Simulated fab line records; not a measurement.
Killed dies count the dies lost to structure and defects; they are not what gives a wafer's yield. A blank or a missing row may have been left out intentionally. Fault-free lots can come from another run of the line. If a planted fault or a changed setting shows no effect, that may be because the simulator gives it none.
What tool caused it?	flow n5 finfet	32 wafers from 11 lots sampled at 5 of the route's 1938 steps

== WHAT THE GAUGES READ, wafer by wafer ==
N5_BEOL_M4_RC_MEAS_101.
lot	measured	on	DIBL_N (mV/V)	DIBL_P (mV/V)	IOFF_N (nA/um)	IOFF_P (nA/um)	ION_N (uA/um)	ION_P (uA/um)	SS_N (mV/dec)	SS_P (mV/dec)	VT_N (mV)	VT_P (mV)
L983	day 8 14:15	prober-02	37.4 37.7 38.5	38.2 37.8 39.6	0.21 0.21 0.21	0.25 0.24 0.27	689 677 676	473 462 464	72.0 71.7 71.7	73.7 74.5 74.2	246 246 247	-248 -248 -248
L985	day 9 04:11	prober-02	34.8 33.5 35.7	34.9 33.0 36.4	0.17 0.13 0.19	0.21 0.18 0.23	677 674 686	460 463 464	71.0 71.2 71.5	72.8 72.3 73.9	250 253 247	-250 -250 -249
L987	day 9 12:47	prober-02	35.1 37.5 36.2	33.5 37.5 37.8	0.12 0.18 0.16	0.18 0.23 0.27	644 682 666	447 466 462	71.4 71.3 71.3	72.5 74.2 73.7	254 248 251	-253 -246 -248
L990	day 10 11:07	prober-02	34.3 30.9 33.7	34.2 31.0 33.4	0.13 0.09 0.12	0.17 0.13 0.16	663 653 652	458 452 451	71.1 69.9 70.4	72.9 71.7 72.2	251 259 254	-251 -255 -253
L991	day 10 13:55	prober-01	38.7 35.9 34.5	37.5 35.9 33.4	0.18 0.15 0.12	0.22 0.21 0.16	668 667 667	449 465 455	72.1 70.9 70.5	74.2 74.0 72.8	247 247 255	-251 -250 -255
L996	day 11 16:36	prober-02	34.4 29.6 33.6	35.0 28.2 33.9	0.13 0.07 0.12	0.22 0.13 0.20	682 629 671	480 446 471	71.5 69.8 70.3	72.7 70.5 72.4	251 260 253	-248 -255 -247
L997	day 12 12:14	prober-01	31.3 36.8 31.7	32.2 38.9 32.6	0.10 0.18 0.11	0.15 0.23 0.15	637 653 669	439 448 461	71.1 72.3 70.9	71.9 73.9 72.4	255 250 253	-255 -253 -256
L999	day 12 12:53	prober-02	39.2 34.4 37.5	41.4 30.3 36.4	0.22 0.11 0.17	0.33 0.14 0.21	688 631 666	483 437 456	71.9 71.8 71.4	74.8 72.3 74.4	243 258 249	-246 -258 -252
L100	day 12 18:19	prober-01	31.2 35.9 32.0	31.0 34.0 33.4	0.07 0.13 0.08	0.13 0.16 0.18	635 634 628	448 435 445	70.2 71.8 71.0	72.3 72.8 72.4	263 257 260	-256 -255 -252
L101	day 12 19:49	prober-02	33.8 37.8 33.6	35.2 39.5 34.3	0.10 0.16 0.10	0.16 0.23 0.16	665 661 664	462 454 458	71.1 72.3 72.0	72.1 73.1 72.7	259 252 258	-256 -250 -255
L103	day 13 23:25	prober-01	34.6 33.8	35.6 34.3	0.14 0.11	0.20 0.17	681 656	471 450	70.7 70.9	73.5 73.0	251 256	-252 -256

== TOOL THAT RAN EACH LOT (tool first, then ch and the chambers of the sampled wafers, then the start) ==
lot	N5_BEOL_M1_ANNEAL_80	N5_BEOL_M1_SPUTTER_88	N5_BEOL_M1_SPUTTER_94	N5_BEOL_M1_CO_CAP_55
L983	pvd sputter-01, day 7 03:37	pvd sputter-01, day 7 04:11	pvd sputter-01, day 7 04:51	cvd co-01 ch 0,1,2, day 7 05:56
L985	pvd sputter-02, day 7 20:01	pvd sputter-02, day 7 20:36	pvd sputter-02, day 7 21:16	cvd co-02 ch 0,1,2, day 7 22:23
L987	pvd sputter-02, day 7 21:54	pvd sputter-02, day 7 22:29	pvd sputter-02, day 7 23:08	cvd co-01 ch 0,1,2, day 8 00:20
L990	pvd sputter-01, day 8 22:55	pvd sputter-01, day 8 23:30	pvd sputter-01, day 9 00:10	cvd co-02 ch 0,1,2, day 9 01:17
L991	pvd sputter-02, day 9 04:47	pvd sputter-02, day 9 05:22	pvd sputter-02, day 9 06:02	cvd co-01 ch 0,1,2, day 9 07:07
L996	pvd sputter-01, day 10 06:10	pvd sputter-01, day 10 06:45	pvd sputter-01, day 10 07:25	cvd co-02 ch 0,1, day 10 08:30
L997	pvd sputter-01, day 10 13:55	pvd sputter-01, day 10 14:29	pvd sputter-01, day 10 15:09	cvd co-02 ch 0,2, day 10 16:14
L999	pvd sputter-01, day 11 01:11	pvd sputter-01, day 11 01:46	pvd sputter-01, day 11 02:26	cvd co-02 ch 0,1,2, day 11 03:32
L100	pvd sputter-02, day 11 10:19	pvd sputter-02, day 11 10:54	pvd sputter-02, day 11 11:34	cvd co-01 ch 0,1,2, day 11 12:44
L101	pvd sputter-01, day 11 11:34	pvd sputter-01, day 11 12:08	pvd sputter-01, day 11 12:48	cvd co-02 ch 0,2, day 11 13:53
L103	pvd sputter-01, day 12 11:13	pvd sputter-01, day 12 11:47	pvd sputter-01, day 12 12:27	cvd co-02 ch 2, day 12 14:11
- N5_BEOL_M1_ANNEAL_80: time 240 s.
- N5_BEOL_M1_SPUTTER_88: material Cu, target thk 4.5 nm, time 8.29 s.
- N5_BEOL_M1_SPUTTER_94: material Cu, target thk 4.5 nm, time 8.29 s.
- N5_BEOL_M1_CO_CAP_55: material Co, precursor CCTBA/H2, target thk 2 nm, time 102.1 s.

== WHAT THE TOOLS THEMSELVES READ (means of the sampled wafers that have a number; where no wafer has one, the mark that the record gives instead) ==
N5_BEOL_M1_ANNEAL_80.
lot	tool	heater power w (W)
L983	pvd sputter-01	821
L985	pvd sputter-02	915
L987	pvd sputter-02	928
L990	pvd sputter-01	791
L991	pvd sputter-02	889
L996	pvd sputter-01	857
L997	pvd sputter-01	802
L999	pvd sputter-01	793
L100	pvd sputter-02	946
L101	pvd sputter-01	775
L103	pvd sputter-01	755

N5_BEOL_M1_SPUTTER_88.
lot	tool	chamber pressure pa (Pa)	chuck gas flow sccm (sccm)	throttle valve pct (%)
L983	pvd sputter-01	0.07004	1.30	29.7
L985	pvd sputter-02	0.06997	1.31	30.9
L987	pvd sputter-02	0.07008	1.33	30.2
L990	pvd sputter-01	0.06991	1.22	29.8
L991	pvd sputter-02	0.06997	1.26	29.9
L996	pvd sputter-01	0.06999	1.27	29.6
L997	pvd sputter-01	0.07009	1.20	29.6
L999	pvd sputter-01	0.07003	1.29	29.7
L100	pvd sputter-02	0.06993	1.29	30.6
L101	pvd sputter-01	0.07005	1.26	28.9
L103	pvd sputter-01	0.06994	1.23	29.1

N5_BEOL_M1_SPUTTER_94.
lot	tool	chamber pressure pa (Pa)	chuck gas flow sccm (sccm)	throttle valve pct (%)
L983	pvd sputter-01	0.06998	1.23	29.6
L985	pvd sputter-02	0.06998	1.30	30.9
L987	pvd sputter-02	0.07004	1.21	30.1
L990	pvd sputter-01	-	-	-
L991	pvd sputter-02	-	-	-
L996	pvd sputter-01	0.07009	1.25	29.7
L997	pvd sputter-01	0.06997	1.28	29.9
L999	pvd sputter-01	0.07012	1.26	29.7
L100	pvd sputter-02	0.06988	1.27	30.4
L101	pvd sputter-01	0.06995	1.29	29.1
L103	pvd sputter-01	0.07010	1.28	29.0

N5_BEOL_M1_CO_CAP_55.
lot	tool	heater power w (W)
L983	cvd co-01	225
L985	cvd co-02	215
L987	cvd co-01	224
L990	cvd co-02	218
L991	cvd co-01	227
L996	cvd co-02	229
L997	cvd co-02	222
L999	cvd co-02	219
L100	cvd co-01	228
L101	cvd co-02	219
L103	cvd co-02	206

== THE ANSWER, worked out from the rows above alone ==
Rule: the usual values come from the lots themselves. The widest of any qualifying gaps counts: lots, ordered by their means at a reading, are off when they make up no more than a third of the lots, leave a main group of 4 or more, and stand apart from it by 3 or more times the standard deviation of that group's means. A main group is skipped when, at the precision printed for the reading in the tables above, its means are all equal. A lot without any number at a reading at which 4 lots or more have one is off too. The other lots that the step has rows for count as sound. After the gauges, taken in route order, come the tools' own readings; for these a lot's mean is taken, as printed above. At the first step where some lot is off, the reading lying furthest off is the one used; lots without a number count as furthest.
Off at N5_BEOL_M1_SPUTTER_94 (chamber pressure pa): L990, L991. Without a number there: L990, L991. For the main group the mean is 0.07001 Pa and the standard deviation 7.6e-05.
If a tool, at that step or one of the process steps before it, ran each lot that is off and ran no sound lot following the first of them, it fits. Not one of the candidates tried fits.

== WHAT THE SIMULATOR HAD PUT IN ==
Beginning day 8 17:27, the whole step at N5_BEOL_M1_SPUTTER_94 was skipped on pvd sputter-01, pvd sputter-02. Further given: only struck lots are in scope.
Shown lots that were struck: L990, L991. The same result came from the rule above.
